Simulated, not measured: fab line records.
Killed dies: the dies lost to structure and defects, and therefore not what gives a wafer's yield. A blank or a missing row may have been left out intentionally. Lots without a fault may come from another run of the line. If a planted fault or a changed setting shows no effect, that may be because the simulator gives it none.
Which tool did it? -- flow n5 finfet -- 10 lots with 29 wafers sampled at 5 steps, on a route of 1938 steps

WHAT THE GAUGES READ, wafer by wafer
N5_BEOL_M4_RC_MEAS_101. Usual: DIBL_N 37.0 mV/V, standard deviation 1.6; DIBL_P 37.0 mV/V, standard deviation 2.1; IOFF_N 0.17 nA/um, standard deviation 0.032; IOFF_P 0.22 nA/um, standard deviation 0.043; ION_N 679 uA/um, standard deviation 13; ION_P 465 uA/um, standard deviation 9.5; SS_N 71.7 mV/dec, standard deviation 0.59; SS_P 73.6 mV/dec, standard deviation 0.64; VT_N 249 mV, standard deviation 3.2; VT_P -249 mV, standard deviation 4.1.
lot,measured,on,DIBL_N (mV/V),DIBL_P (mV/V),IOFF_N (nA/um),IOFF_P (nA/um),ION_N (uA/um),ION_P (uA/um),SS_N (mV/dec),SS_P (mV/dec),VT_N (mV),VT_P (mV),flag
L205,day 10 13:54,prober-01,36.1 37.5 37.3,36.0 37.2 38.1,0.16 0.19 0.18,0.21 0.23 0.24,678 689 684,468 465 471,71.3 71.9 71.9,73.6 73.3 73.5,247 245 245,-248 -249 -250,
L208,day 10 21:41,prober-02,39.1 34.8 36.4,40.2 35.0 37.1,0.24 0.13 0.18,0.30 0.19 0.23,680 659 685,467 463 468,72.0 71.8 72.3,74.4 73.2 73.3,245 254 250,-247 -249 -248,
L209,day 11 19:07,prober-01,38.3 39.5 38.3,38.2 38.6 38.5,0.19 0.22 0.20,0.23 0.24 0.22,691 683 685,469 465 467,72.0 72.1 71.9,73.2 74.2 73.5,246 241 245,-249 -248 -250,
L211,day 12 13:52,prober-01,39.5 38.1,38.6 37.6,0.20 0.16,0.24 0.23,681 688,461 471,72.1 71.3,72.5 73.8,247 249,-249 -249,
L212,day 13 07:55,prober-01,38.4 38.3 37.5,38.6 39.0 37.0,0.20 0.21 0.18,0.24 0.25 0.22,692 705 677,471 473 462,71.3 71.4 71.6,73.9 74.3 73.4,246 243 249,-247 -247 -248,
L214,day 13 01:14,prober-01,37.5 36.7 35.6,38.7 37.8 38.1,0.18 0.17 0.15,0.22 0.20 0.19,673 681 673,464 461 457,71.7 71.0 71.5,74.2 73.7 73.7,248 248 250,-253 -253 -255,
L215,day 14 07:47,prober-01,34.2 38.7 36.4,35.3 39.0 38.1,0.12 0.20 0.16,0.20 0.26 0.24,660 683 675,456 473 469,70.2 72.5 71.5,74.0 74.5 74.5,254 249 248,-250 -246 -248,
L220,day 15 02:08,prober-02,37.9 38.6 36.5,38.6 38.9 36.7,0.20 0.21 0.17,0.27 0.26 0.23,695 681 671,476 465 468,72.2 72.8 71.5,74.1 74.4 72.8,247 247 247,-247 -245 -250,
L224,day 16 07:55,prober-01,36.6 34.4 34.6,36.5 34.2 34.8,0.17 0.13 0.14,0.20 0.17 0.18,679 667 679,456 457 464,71.8 70.5 70.6,73.6 72.9 73.1,247 251 251,-254 -253 -252,
L227,day 16 17:29,prober-01,35.9 35.7 36.5,33.4 34.1 36.1,0.13 0.14 0.16,0.17 0.18 0.22,649 667 661,447 449 460,71.5 71.5 72.2,72.9 73.3 73.4,253 248 249,-255 -253 -251,

WHICH TOOL RAN EACH LOT (tool, then ch and the chambers of the sampled wafers, then the start)
lot,N5_GATE_CUT_ALD_22,N5_GATE_CUT_CMP_61,N5_MOL_CONTACT_COAG_ETCH_110,N5_MOL_CONTACT_COAG_IMPLANT_129
L205,"ald sin-04 ch 1,2, day 4 18:41","cmp-04 ch 0,3, day 4 20:58","rie diel-03 ch 1,3, day 4 22:00","implanter-01 ch 0, day 4 22:13"
L208,"ald sin-03 ch 0,1,2, day 5 16:56","cmp-03 ch 0,2,3, day 5 19:13","rie diel-03 ch 0,1,2, day 5 20:09","implanter-01 ch 0, day 5 20:20"
L209,"ald sin-04 ch 0,3, day 5 18:59","cmp-01 ch 1,2, day 5 21:17","rie diel-03 ch 0,1,2, day 5 22:22","implanter-01 ch 0, day 5 22:36"
L211,"ald sin-01 ch 1,2, day 6 05:20","cmp-03 ch 0, day 6 07:38","rie diel-03 ch 0,2, day 6 08:35","implanter-02 ch 0, day 6 08:46"
L212,"ald sin-03 ch 2,3, day 6 14:28","cmp-03 ch 0,1,3, day 6 16:50","rie diel-03 ch 1,2,3, day 6 17:48","implanter-01 ch 0, day 6 18:03"
L214,"ald sin-03 ch 2,3, day 7 05:12","cmp-01 ch 0,1,3, day 7 07:31","rie diel-02 ch 0,3, day 7 08:33","implanter-01 ch 0, day 7 08:44"
L215,"ald sin-03 ch 0,2,3, day 7 07:47","cmp-03 ch 0,1,2, day 7 10:08","rie diel-02 ch 0,1, day 7 11:01","implanter-01 ch 0, day 7 11:10"
L220,"ald sin-04 ch 1,2, day 8 12:23","cmp-01 ch 1,2,3, day 8 14:43","rie diel-05 ch 1,2,3, day 8 15:37","implanter-02 ch 0, day 8 15:47"
L224,"ald sin-03 ch 0,3, day 9 17:23","cmp-03 ch 1,2, day 9 19:43","rie diel-05 ch 1,3, day 9 20:45","implanter-02 ch 0, day 9 20:54"
L227,"ald sin-01 ch 2,3, day 10 11:32","cmp-03 ch 0,3, day 10 13:56","rie diel-03 ch 2,3, day 10 14:57","implanter-02 ch 0, day 10 15:10"
- N5_GATE_CUT_ALD_22: deposits SiNx, target thk 16 nm, pulse time 1 s, ald cycles 320.
- N5_GATE_CUT_CMP_61: polishes, stops on SiNx, t overpolish 3 s.
- N5_MOL_CONTACT_COAG_ETCH_110: etches Si in CF4/O2, target depth 2.5 nm, time 8 s.
- N5_MOL_CONTACT_COAG_IMPLANT_129

WHAT THE TOOLS THEMSELVES READ (means of the sampled wafers that have a number; where no wafer has one, the mark that the record gives instead)
N5_GATE_CUT_ALD_22. Usual: heater power w 864 W, standard deviation 81; precursor pulse height rel 1.000, standard deviation 0.017.
lot,tool,heater power w (W),precursor pulse height rel,flag
L205,ald sin-04,861,1.000,
L208,ald sin-03,871,1.016,
L209,ald sin-04,905,1.001,
L211,ald sin-01,840,1.006,
L212,ald sin-03,959,0.983,
L214,ald sin-03,959,0.998,
L215,ald sin-03,882,1.024,
L220,ald sin-04,878,0.996,
L224,ald sin-03,864,0.994,
L227,ald sin-01,824,0.992,

N5_GATE_CUT_CMP_61. Usual: head pressure psi 4.000 psi, standard deviation 0.0082; motor current A 12.5 A, standard deviation 1.3; pad life wafers 896, standard deviation 580.
lot,tool,head pressure psi (psi),motor current A (A),pad life wafers,flag
L205,cmp-04,4.002,12.2,756,
L208,cmp-03,3.997,13.5,1711,
L209,cmp-01,4.012,12.9,162,
L211,cmp-03,3.992,12.1,1806,
L212,cmp-03,4.000,12.6,1923,
L214,cmp-01,4.000,12.5,416,
L215,cmp-03,3.995,12.4,50,
L220,cmp-01,3.998,12.6,644,
L224,cmp-03,4.008,11.9,536,
L227,cmp-03,3.996,13.5,722,

N5_MOL_CONTACT_COAG_ETCH_110. Usual: drypump motor current A 5.8 A, standard deviation 0.56; oes_f_703_au 0.79 a.u., standard deviation 0.095; oes product au 0.79 a.u., standard deviation 0.093; rf vpp V 128 V, standard deviation 3.4; showerhead plenum p Torr 2.21 Torr, standard deviation 0.081; throttle valve pct 10.67 %, standard deviation 0.25.
lot,tool,drypump motor current A (A),oes_f_703_au (a.u.),oes product au (a.u.),rf vpp V (V),showerhead plenum p Torr (Torr),throttle valve pct (%),flag
L205,rie diel-03,6.1,0.79,0.77,127,2.12,10.79,
L208,rie diel-03,5.7,0.77,0.77,129,2.16,10.80,
L209,rie diel-03,5.7,0.76,0.77,129,2.16,10.80,
L211,rie diel-03,5.3,0.68,0.69,132,2.16,10.87,
L212,rie diel-03,6.0,0.76,0.75,127,2.13,10.91,
L214,rie diel-02,6.3,0.87,0.85,127,2.34,10.65,
L215,rie diel-02,5.5,0.88,0.89,127,2.24,10.38,
L220,rie diel-05,5.4,0.77,0.76,126,2.21,10.57,
L224,rie diel-05,5.2,0.72,0.71,125,2.20,10.75,
L227,rie diel-03,5.8,0.96,0.96,130,2.36,10.39,

N5_MOL_CONTACT_COAG_IMPLANT_129. Usual: beam on s 46.0 s, standard deviation 1.4; dose ions cm2 5.999e+14, standard deviation 6.9e+11; tilt deg -0.005 degrees, standard deviation 0.02.
lot,tool,beam on s (s),dose ions cm2,tilt deg (degrees),flag
L205,implanter-01,45.0,5.992e+14,-0.016,
L208,implanter-01,45.1,6.001e+14,0.031,
L209,implanter-01,44.7,6.004e+14,0.027,
L211,implanter-02,46.9,5.997e+14,-0.009,
L212,implanter-01,45.7,5.994e+14,-0.013,
L214,implanter-01,70.9,9.632e+14,-0.017,OFF
L215,implanter-01,73.9,9.634e+14,-0.025,OFF
L220,implanter-02,47.3,5.993e+14,-0.010,
L224,implanter-02,46.5,6.005e+14,-0.014,
L227,implanter-02,47.2,6.002e+14,-0.025,

THE ANSWER, worked out from the rows above alone
Rule: a lot is off if the mean of its wafers that have a number lies more than 3 standard deviations from the usual mean. Also off: a lot with no number at a reading for which 4 or more lots have one. Any other lot the step has rows for is counted as sound. First the gauges in route order, then the tools' own readings, where a lot's mean is used as printed above. At the first step where some lot is off, the reading lying furthest off is the one used; lots without a number count as furthest.
Off: L214, L215 (N5_MOL_CONTACT_COAG_IMPLANT_129, dose ions cm2).
A tool fits if, at that step or a process step before it, it ran every lot that is off, and no sound lot after the first of them. Can't be told from this: 2 tools fit, rie diel-02 at N5_MOL_CONTACT_COAG_ETCH_110, implanter-01 at N5_MOL_CONTACT_COAG_IMPLANT_129.

WHAT WAS PUT IN BY THE SIMULATOR
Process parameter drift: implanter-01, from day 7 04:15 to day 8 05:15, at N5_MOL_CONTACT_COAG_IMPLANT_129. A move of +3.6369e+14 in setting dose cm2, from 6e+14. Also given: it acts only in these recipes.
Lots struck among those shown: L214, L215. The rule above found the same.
